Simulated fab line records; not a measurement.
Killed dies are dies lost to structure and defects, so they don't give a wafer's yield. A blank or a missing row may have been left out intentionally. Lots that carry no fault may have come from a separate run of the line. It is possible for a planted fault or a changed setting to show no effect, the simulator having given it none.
Matching of chambers	flow nand_harc	NHARC_A_BONDPAD_CMP_29 on cmp-03: 4 sister chambers
The step polishes SiCN, target thk 200 nm. 16 wafers are shown with their chamber, then 8 later ones without.

EACH WAFER AND ITS CHAMBER
wafer	chamber	motor_current_A (A)
L077.1	3	12.4
L077.2	0	12.3
L077.6	1	13.9
L083.1	2	10.7
L083.2	3	13.4
L083.5	2	10.1
L084.1	1	13.7
L084.2	3	13.0
L084.3	2	10.0
L085.1	2	10.4
L085.3	3	13.1
L085.6	3	13.1
L087.1	0	13.2
L087.5	0	13.2
L087.6	3	12.8
L092.2	0	13.0

SIGNATURES, as means of the wafers listed above
reading	chamber 0	chamber 1	chamber 2	chamber 3	scatter within a chamber
motor_current_A	12.925	13.800	10.300	12.967	0.347
Rule: distance of a wafer from a chamber = root of the sum over the readings of ((wafer's reading minus chamber's mean) / reading's scatter) squared. The wafer belongs to the nearest chamber; if the next one is less than 2 further off, it can't be placed. The scatter: take each reading less its chamber's mean, square it, sum over the shown wafers, divide by the number of wafers less the number of chambers, and take the root.

WAFERS WITHOUT THEIR CHAMBER
wafer	motor_current_A (A)
L092.3	14.3
L092.4	13.1
L091.3	12.4
L091.4	10.4
L091.6	12.9
L089.1	13.4
L089.2	12.7
L089.4	10.1

WHICH CHAMBER EACH ONE RAN IN
wafer	from the rows above	in truth
L092.3	1	1
L092.4	can't be placed: 3 or 0 or 1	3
L091.3	can't be placed: 0 or 3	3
L091.4	2	2
L091.6	can't be placed: 0 or 3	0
L089.1	can't be placed: 1 or 3 or 0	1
L089.2	can't be placed: 0 or 3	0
L089.4	2	2
3 of 8 placed correctly. Cannot be placed on the basis of these rows: 5; the candidates contain the true chamber in 5. Wrongly placed: 0.
